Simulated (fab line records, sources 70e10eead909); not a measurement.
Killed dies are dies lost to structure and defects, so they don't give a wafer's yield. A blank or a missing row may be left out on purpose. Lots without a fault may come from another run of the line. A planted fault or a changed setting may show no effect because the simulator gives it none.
A struck lot beside a sound one | flow nand_harc | 14 steps out of a route of 1159
Sound: wafers L742.2, L742.3, L742.6. Struck: wafers L754.1, L754.5, L754.6. The cause comes at the end.
At each step with rows: each side's tool, then ch and its chambers, then its first start. Under that, the readings that differ: sound wafers | struck wafers | difference of the means | sigmas: that difference in standard deviations of wafers without a fault.
alike: readings whose means differ by less than 2 such deviations, and words and numbers that are the same on both sides. not compared: withheld readings, readings that some wafer has no value for, bounds like >300 that may hide the same value, and numbers for which the record gives no deviation and whose values overlap.
The two part at a step that has a row with sigmas, a row that says differs or no value, or rows on one side only. Numbers that don't overlap but have no deviation are shown without sigmas and don't part them. A reading that every wafer of one side lacks parts them only if that side has two wafers or more.

NHARC_P_CONTACT_INSPECT_14:
  sound on defect_inspect-01, day 7 18:22; struck on defect_inspect-01, day 10 21:40
  alike: raw_defect_count
NHARC_P_CONTACT_DESCUM_17: chemistry O2, time 3 s.
  sound on rie_diel-02 ch 1,2,3, day 7 18:25; struck on rie_diel-13 ch 1,2,3, day 10 21:46
  alike: drypump_motor_current_A, oes_product_au, rf_vpp_V, showerhead_plenum_p_Torr, throttle_valve_pct
  not compared: rf_hours_counter_h
then, 1 step without rows for these wafers: NHARC_P_CONTACT_ETCH_35 (etches the open film in CF4, target depth 39 nm, time 65 s).
NHARC_P_CONTACT_ETCH_36: etches the open film in N2/H2, target depth 260 nm, time 406.25 s.
  sound on rie_diel-02 ch 0,1,3; struck on rie_diel-13 ch 1,2
  alike: drypump_motor_current_A, oes_product_au, rf_fwd_power_W, rf_vpp_V, showerhead_plenum_p_Torr, throttle_valve_pct
  not compared: rf_hours_counter_h
NHARC_P_CONTACT_ETCH_18: etches the open film in C4F8/O2/Ar, target depth 481 nm, time 240.5 s.
  sound on rie_diel-02 ch 0,1,2; struck on rie_diel-13 ch 1,2
  alike: oes_product_au, rf_fwd_power_W, rf_vpp_V
  not compared: rf_hours_counter_h
then, 2 steps without rows for these wafers: NHARC_P_CONTACT_STRIP_37 (strips in C4F8/O2/Ar); NHARC_P_CONTACT_ETCH_31 (etches the open film in CH3F/O2, target depth 30 nm, time 85.7 s).
NHARC_P_CONTACT_CD_MEAS_19:
  sound on cd_sem-03, day 7 19:18; struck on cd_sem-01, day 10 22:36
  alike: cd_nm
then, 2 steps without rows for these wafers: NHARC_P_CONTACT_STRIP_28 (strips in O2); NHARC_P_CONTACT_STRIP_29 (strips in post etch residue remover, time 1200 s).
NHARC_P_CONTACT_DEGAS_38: time 60 s.
  sound on pvd_sputter-03, day 7 20:01; struck on pvd_sputter-01, day 10 23:20
  alike: heater_power_w
then, 1 step without rows for these wafers: NHARC_P_CONTACT_PRE_CLEAN_39 (time 19.5 s).
NHARC_P_CONTACT_PVD_32: deposits Ti, target thk 5 nm, time 17.7 s.
  sound on pvd_sputter-03, day 7 20:09; struck on pvd_sputter-01, day 10 23:28
  no value came back on the struck wafers for cathode_dc_power_W (W), chamber_pressure_pa (Pa), throttle_valve_pct (%); on the sound wafers cathode_dc_power_W (W) reads 5000.5 4999.9 4999.2
NHARC_P_CONTACT_ALD_22: deposits TiN, target thk 3 nm, pulse time 1 s, ald cycles 150.
  sound on ald_metal-04 ch 1,2,3, day 7 20:18; struck on ald_metal-02 ch 0,1, day 10 23:33
  alike: heater_power_w, precursor_pulse_height_rel

WHERE THEY PART
Only at NHARC_P_CONTACT_PVD_32, within this record. Later steps at which nothing parts them and some readings are alike: NHARC_P_CONTACT_ALD_22.

WHY: what the simulator had put in
Skipped step whole: pvd_sputter-01, from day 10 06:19 on, at NHARC_P_CONTACT_PVD_32. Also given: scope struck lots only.
